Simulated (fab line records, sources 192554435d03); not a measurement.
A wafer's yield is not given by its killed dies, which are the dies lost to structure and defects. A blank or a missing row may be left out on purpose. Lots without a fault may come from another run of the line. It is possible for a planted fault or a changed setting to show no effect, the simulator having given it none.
Lot-split experiment | flow n5-finfet | 21 wafers read across 7 lots, on a route 1938 steps long

## THE SPLIT ITSELF
At N5_FIN_SAQP_ETCH_65 (etches SiO2 in CF4, target depth 4 nm, time 4.4 s), the setting time-s was moved away from the recipe's 4.4 s on 6 of the 21 wafers read, by -16.6% to +22.5%. All remaining wafers had this setting at the recipe value.

The split's own step is where the reading is taken.

## THE READING
etch.depth-nm (the simulator's own value, which no gauge read), in nm, at N5_FIN_SAQP_ETCH_65 (etches SiO2 in CF4, target depth 4 nm, time 4.4 s). The file does not state a usual value for it. Here, 15 wafers ran the recipe; their average is 4.011 nm with a standard deviation of 0.053 nm.

wafer  | tool, chamber at the split | time-s as run, s | against the recipe | etch.depth-nm, nm | against lot-mates on the recipe
L083.1 | rie-si-01, 2               | 4.4              | recipe             | 3.946             | -
L083.2 | rie-si-01, 3               | 5.388            | +22.5%             | 4.862             | +0.872
L083.6 | rie-si-01, 1               | 4.4              | recipe             | 4.035             | -
L084.1 | rie-si-06, 1               | 4.4              | recipe             | 4.032             | -
L084.5 | rie-si-06, 3               | 3.757            | -14.6%             | 3.321             | -0.712
L084.6 | rie-si-06, 2               | 4.4              | recipe             | 4.034             | -
L085.1 | rie-si-06, 1               | 3.67             | -16.6%             | 3.314             | no lot-mate on the recipe
L085.2 | rie-si-06, 0               | 3.67             | -16.6%             | 3.261             | no lot-mate on the recipe
L085.4 | rie-si-06, 2               | 3.67             | -16.6%             | 3.302             | no lot-mate on the recipe
L089.3 | rie-si-05, 1               | 4.4              | recipe             | 4.076             | -
L089.4 | rie-si-05, 2               | 4.4              | recipe             | 4.059             | -
L089.6 | rie-si-05, 0               | 4.4              | recipe             | 3.946             | -
L090.2 | rie-si-06, 0               | 4.4              | recipe             | 3.909             | -
L090.4 | rie-si-06, 3               | 4.4              | recipe             | 3.935             | -
L090.5 | rie-si-06, 2               | 4.4              | recipe             | 4.044             | -
L092.1 | rie-si-05, 1               | 4.4              | recipe             | 4.08              | -
L092.3 | rie-si-05, 0               | 4.4              | recipe             | 3.997             | -
L092.5 | rie-si-05, 0               | 4.829            | +9.7%              | 4.368             | +0.330
L095.2 | rie-si-06, 2               | 4.4              | recipe             | 4.045             | -
L095.5 | rie-si-06, 0               | 4.4              | recipe             | 3.982             | -
L095.6 | rie-si-06, 1               | 4.4              | recipe             | 4.047             | -

FIT RESULTS
A straight line over all 21 wafers: etch.depth-nm changes by +0.0415 nm for each +1% of time-s; r = +0.99; the points scatter about the line by 0.055 nm.
The same after taking each lot's own level away (the mean of its wafers on the recipe; 18 wafers): +0.0411 nm for each +1%; r = +0.98; scatter 0.054 nm.
That fit puts the effect of the largest move of time-s on the reading at 0.92 nm.
The lots' own levels span 3.9627 to 4.0385 nm, that is 1.4 times the standard deviation above.
So the lot-to-lot level changes the slope little: the two slopes agree.
Check: +0.977 nm against its lot-mates is what the line predicts for one of the wafers moved furthest among these (+22.5%) when that wafer is left out of the fit. It came out at +0.872 nm against them.

## THESE WAFERS: OTHER SPLITS
Before the reading, these wafers also passed through other splits. Each is held against what the fit with the lots' levels taken away leaves over:
other split on the same wafers | wafers away from the commonest value | r with etch.depth-nm (lot level and that fit taken away)
N5_ZERO_LAYER_PECVD_02 time-s  | 4                                    | +0.23
N5_WELL_APT_EXPOSE_22 dose-mj  | 7                                    | +0.27
N5_WELL_APT_DESCUM_30 time-s   | 3                                    | -0.17

## THE FILE'S OWN FIT
etch.depth-nm changes by +0.0408 nm for each +1% of time-s, r = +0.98.
